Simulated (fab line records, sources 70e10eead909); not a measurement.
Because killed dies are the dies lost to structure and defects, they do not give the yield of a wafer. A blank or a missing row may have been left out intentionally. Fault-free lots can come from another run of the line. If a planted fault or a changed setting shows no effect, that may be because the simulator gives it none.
Struck lot and sound lot, side by side -- flow nand-harc -- 14 steps out of a route of 1159
Sound: these wafers, L814.2, L814.3, L814.4. Struck: wafer L825.5 (left out: L825.3, L825.4 of the same lot, which were not struck); the cause appears at the end.
At each step with rows: each side's tool, then ch and its chambers, then its first start. Under that, the readings that differ: sound wafers -- struck wafers -- difference of the means -- sigmas: that difference in standard deviations of wafers without a fault.
alike: readings with means less than 2 such deviations apart, plus words and numbers identical on both sides. not compared: withheld readings, readings lacking a value on some wafer, bounds such as >300 that could conceal the same value, and numbers that have no deviation in the record and whose values overlap.
A row with sigmas, a row that says differs or no value, or rows on one side alone: a step with any of these is where the two part. Numbers that don't overlap but have no deviation are shown without sigmas and don't part them. A reading that every wafer of one side lacks parts them only if that side has two wafers or more.

first, 5 steps without rows for these wafers: NHARC_A_STAIRCASE_EBR_05; NHARC_A_STAIRCASE_EXPOSE_06 (exposes mask STAIR); NHARC_A_STAIRCASE_PEB_07 (peb time 130 s); NHARC_A_STAIRCASE_DEVELOP_08 (time 140 s); NHARC_A_STAIRCASE_HARDBAKE_10 (time 140 s).
NHARC_A_STAIRCASE_DESCUM_11: chemistry O2, time 3 s.
  sound on rie-diel-11 ch 0,1,3, day 13 14:29; struck on rie-diel-11 ch 3, day 14 09:47
  alike: drypump-motor-current-A, oes-product-au, rf-vpp-V, showerhead-plenum-p-Torr, throttle-valve-pct
  not compared: rf-hours-counter-h
then, 1 step without rows for these wafers: NHARC_A_STAIRCASE_TRIM_12 (chemistry O2, time 211.2 s).
NHARC_A_STAIRCASE_ETCH_13: etches the open film in C4F8/O2, target depth 100 nm, time 40.5 s.
  sound: rie-diel-11 ch 0,2,3; struck: rie-diel-11 ch 3
  alike: oes-product-au, rf-vpp-V
  not compared: rf-hours-counter-h
NHARC_A_STAIRCASE_TRIM_14: chemistry O2, time 211.2 s.
  sound: rie-diel-11 ch 1,2,3; struck: rie-diel-11 ch 2
  alike: drypump-motor-current-A, oes-product-au, rf-vpp-V, showerhead-plenum-p-Torr, throttle-valve-pct
  not compared: rf-hours-counter-h
NHARC_A_STAIRCASE_ETCH_15: etches the open film in C4F8/O2, target depth 100 nm, time 40.5 s.
  sound: rie-diel-11 ch 1,2,3; struck: rie-diel-11 ch 1
  alike: oes-product-au, rf-vpp-V
  not compared: rf-hours-counter-h
then, 1 step without rows for these wafers: NHARC_A_STAIRCASE_TRIM_16 (chemistry O2, time 211.2 s).
NHARC_A_STAIRCASE_ETCH_17: etches the open film in C4F8/O2, target depth 100 nm, time 40.5 s.
  sound on rie-diel-11 ch 0,1,3, day 13 15:26; struck on rie-diel-11 ch 1, day 14 10:41
reading,sound,struck,difference,sigmas
oes-product-au (a.u.),0.942 0.929 0.952,1.086,+0.145,+12
  alike: rf-vpp-V
  not compared: rf-hours-counter-h
NHARC_A_STAIRCASE_TRIM_18: chemistry O2, time 211.2 s.
  sound: rie-diel-11 ch 0,1,2; struck: rie-diel-11 ch 3
reading,sound,struck,difference,sigmas
rf-vpp-V (V),58.3 56.9 58.2,59.9,+2.1,+2
  alike: drypump-motor-current-A, oes-product-au, showerhead-plenum-p-Torr, throttle-valve-pct
  not compared: rf-hours-counter-h
-- record jumps: 13 days between struck wafers' starts before vs after; left off in module A_STAIRCASE, resumes in module END, first step shown is number 1159 of the route --
NHARC_END_SORT_01:
  at this point the record logs the struck wafers (prober-02 ch 0, day 27 02:20) and has no rows for the sound ones

== WHERE THEY PART ==
Last at NHARC_END_SORT_01 as far as this record goes, first at NHARC_A_STAIRCASE_ETCH_17.

WHY: what the simulator had put in
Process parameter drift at NHARC_A_STAIRCASE_ETCH_17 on rie-diel-11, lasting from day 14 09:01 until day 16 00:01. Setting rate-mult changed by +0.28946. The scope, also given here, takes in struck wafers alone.
